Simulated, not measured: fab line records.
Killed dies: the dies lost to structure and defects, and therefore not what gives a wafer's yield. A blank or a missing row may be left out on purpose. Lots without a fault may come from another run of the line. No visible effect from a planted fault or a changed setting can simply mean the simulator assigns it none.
What tool caused it?    flow n5 finfet    22 lots, 66 wafers sampled, at 1 step of a route of 1938

== WHAT THE GAUGES READ, wafer by wafer ==
N5_SD_EPI_P_CD_MEAS_09 targets a cd of 240 nm. Usual: cd nm at 239.8 nm, with a standard deviation of 1.1.
lot   measured     on         cd nm (nm)         flag
L075  day 3 17:23  cd sem-02  237.9 239.2 239.9  
L076  day 4 01:13  cd sem-01  238.7 239.1 238.8  
L077  day 4 06:59  cd sem-02  238.6 239.7 239.2  
L078  day 4 09:03  cd sem-02  240.7 240.6 239.9  
L079  day 4 12:47  cd sem-02  241.1 241.5 241.2  
L080  day 4 17:16  cd sem-01  239.4 239.0 239.5  
L081  day 4 22:49  cd sem-01  240.5 239.9 240.6  
L082  day 5 04:56  cd sem-01  239.7 239.5 239.5  
L083  day 5 13:20  cd sem-01  239.2 239.4 239.6  
L084  day 5 19:58  cd sem-02  239.3 240.4 238.2  
L085  day 6 05:16  cd sem-01  241.5 242.1 239.2  
L086  day 6 10:04  cd sem-02  240.1 239.5 239.8  
L087  day 6 13:06  cd sem-01  237.1 238.3 238.9  
L088  day 6 19:12  cd sem-02  240.9 239.9 241.3  
L089  day 7 00:23  cd sem-01  239.9 240.1 238.9  
L090  day 7 04:08  cd sem-01  239.2 240.9 240.5  
L091  day 7 09:49  cd sem-01  240.6 241.2 240.7  
L092  day 7 17:41  cd sem-02  239.3 239.4 238.4  
L093  day 8 00:17  cd sem-01  239.7 240.4 240.9  
L095  day 8 13:18  cd sem-01  240.0 238.6 242.1  
L096  day 8 18:40  cd sem-01  241.3 240.5 241.1  
L097  day 8 23:41  cd sem-01  240.0 239.3 241.4  

== WHICH TOOL RAN EACH LOT (tool, then ch and the chambers of the sampled wafers, then the start) ==
There is no process step in the record ahead of these readings.

== WHAT THE TOOLS THEMSELVES READ (means of the sampled wafers that have a number; where no wafer has one, the mark that the record gives instead) ==
The record holds no such reading with a usual standard deviation.

== THE ANSWER, worked out from the rows above alone ==
Rule: take the mean of a lot's wafers that have a number; if it is more than 3 standard deviations from the usual mean, the lot is off. A lot without any number at a reading at which 4 lots or more have one is off too. All remaining lots with rows at the step are treated as sound. The gauges are gone through in route order, then the tools' own readings, and for those a lot's mean is taken as printed above. The first step at which some lot is off is used, and at that step the reading that is off furthest; a lot without a number counts as furthest.
Nothing can be told from this: no lot is off at any reading shown.

== WHAT THE SIMULATOR PUT IN ==
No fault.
